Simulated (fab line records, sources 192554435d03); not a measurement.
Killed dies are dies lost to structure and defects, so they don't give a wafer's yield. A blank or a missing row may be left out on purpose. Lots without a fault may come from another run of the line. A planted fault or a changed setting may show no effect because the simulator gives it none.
Split-lot experiment | flow n5_finfet | 7 lots, 39 wafers read, on a route of 1938 steps

THE SPLIT
At N5_HKMG_FIN_ALD_72 (deposits W, target thk 2 nm, pulse time 1 s, purge time 2 s), the setting ald_cycles was moved away from the recipe's 7 on 15 of the 39 wafers read, by -57.1% to +42.9%. The other wafers ran this setting at the recipe's value.

The reading is taken at the split's own step.

THE READING
W_of_HKMG_FIN_ALD_72.thk_nm (the simulator's own value, which no gauge read), in nm, at N5_HKMG_FIN_ALD_72 (deposits W, target thk 2 nm, pulse time 1 s, purge time 2 s). The file gives no usual value for it. The 24 wafers here that ran the recipe average 2.0 nm, standard deviation 0.082 nm.

wafer  | tool, chamber at the split | ald_cycles as run | against the recipe | W_of_HKMG_FIN_ALD_72.thk_nm, nm | against lot-mates on the recipe
L075.1 | cvd_w-02, 1,0              | 7                 | recipe             | 1.8                             | -
L075.2 | cvd_w-02, 1,0              | 7                 | recipe             | 1.8                             | -
L075.3 | cvd_w-02, 1                | 3                 | -57.1%             | 0.6                             | -1.3
L075.6 | cvd_w-02, 1                | 3                 | -57.1%             | 0.6                             | -1.3
L075.4 | cvd_w-02, 0                | 3                 | -57.1%             | 0.8                             | -1.1
L075.5 | cvd_w-02, 0                | 7                 | recipe             | 2                               | -
L080.1 | cvd_w-02, 1,0,1            | 7                 | recipe             | 2                               | -
L080.2 | cvd_w-02, 1,0,1            | 7                 | recipe             | 2                               | -
L080.5 | cvd_w-02, 1,0,1            | 7                 | recipe             | 2                               | -
L080.3 | cvd_w-02, 1,0,0            | 10                | +42.9%             | 2.8                             | +0.8
L080.4 | cvd_w-02, 1,0,0            | 10                | +42.9%             | 2.8                             | +0.8
L080.6 | cvd_w-02, 1,0,0            | 10                | +42.9%             | 2.8                             | +0.8
L081.1 | cvd_w-01, 1                | 10                | +42.9%             | 3                               | +1.0
L081.2 | cvd_w-01, 0                | 10                | +42.9%             | 2.8                             | +0.8
L081.6 | cvd_w-01, 0                | 10                | +42.9%             | 2.8                             | +0.8
L081.3 | cvd_w-01, 0,1,1            | 7                 | recipe             | 2                               | -
L081.4 | cvd_w-01, 0,1,1            | 7                 | recipe             | 2                               | -
L081.5 | cvd_w-01, 0,1,1            | 7                 | recipe             | 2                               | -
L082.1 | cvd_w-01, 1                | 5                 | -28.6%             | 1.6                             | -0.4
L082.2 | cvd_w-01, 0,1              | 5                 | -28.6%             | 1.4                             | -0.6
L082.6 | cvd_w-01, 0,1              | 5                 | -28.6%             | 1.4                             | -0.6
L082.3 | cvd_w-01, 0,1,0            | 7                 | recipe             | 2                               | -
L082.4 | cvd_w-01, 0,1,0            | 7                 | recipe             | 2                               | -
L082.5 | cvd_w-01, 0,1,0            | 7                 | recipe             | 2                               | -
L086.1 | cvd_w-01, 0                | 7                 | recipe             | 2.2                             | -
L086.2 | cvd_w-01, 0                | 7                 | recipe             | 2.2                             | -
L086.4 | cvd_w-01, 0                | 7                 | recipe             | 2                               | -
L088.1 | cvd_w-02, 1,0,0            | 7                 | recipe             | 2                               | -
L088.2 | cvd_w-02, 1,0,0            | 7                 | recipe             | 2                               | -
L088.5 | cvd_w-02, 1,0,0            | 7                 | recipe             | 2                               | -
L088.3 | cvd_w-02, 1                | 9                 | +28.6%             | 2.6                             | +0.6
L088.6 | cvd_w-02, 1                | 9                 | +28.6%             | 2.6                             | +0.6
L088.4 | cvd_w-02, 0                | 9                 | +28.6%             | 2.8                             | +0.8
L095.1 | cvd_w-01, 1,0,1,0,1,0      | 7                 | recipe             | 2                               | -
L095.2 | cvd_w-01, 1,0,1,0,1,0      | 7                 | recipe             | 2                               | -
L095.3 | cvd_w-01, 1,0,1,0,1,0      | 7                 | recipe             | 2                               | -
L095.4 | cvd_w-01, 1,0,1,0,1,0      | 7                 | recipe             | 2                               | -
L095.5 | cvd_w-01, 1,0,1,0,1,0      | 7                 | recipe             | 2                               | -
L095.6 | cvd_w-01, 1,0,1,0,1,0      | 7                 | recipe             | 2                               | -
Where a row lists several chambers, the file gives one row for several wafers and doesn't say which wafer went through which chamber.

THE FIT
A straight line over all 39 wafers: W_of_HKMG_FIN_ALD_72.thk_nm changes by +0.0213 nm for each +1% of ald_cycles; r = +0.98; the points scatter about the line by 0.1 nm.
The same after taking each lot's own level away (the mean of its wafers on the recipe; 39 wafers): +0.0203 nm for each +1%; r = +0.99; scatter 0.075 nm.
On that fit, the largest move of ald_cycles shifts the reading by 1.2 nm.
The lots' own levels span 1.87 to 2.13 nm, that is 3.3 times the standard deviation above.
So the lot-to-lot level changes the slope little: the two slopes agree.
Check: with one of the wafers moved furthest among these (-57.1%) left out of the fit, the line predicts -1.14 nm for it against its lot-mates. It came out at -1.27 nm against them.

OTHER SPLITS ON THESE WAFERS
These wafers also went through other splits before the reading. Each is held against what the fit with the lots' levels taken away leaves over:
other split on the same wafers          | wafers away from the commonest value | r with W_of_HKMG_FIN_ALD_72.thk_nm (lot level and that fit taken away)
N5_ZERO_LAYER_DEVELOP_10 develop_time_s | 18                                   | +0.05
N5_FIN_SAQP_ETCH_65 time_s              | 15                                   | +0.00

THE FILE'S OWN FIT
W_of_HKMG_FIN_ALD_72.thk_nm changes by +0.0203 nm for each +1% of ald_cycles, r = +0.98.
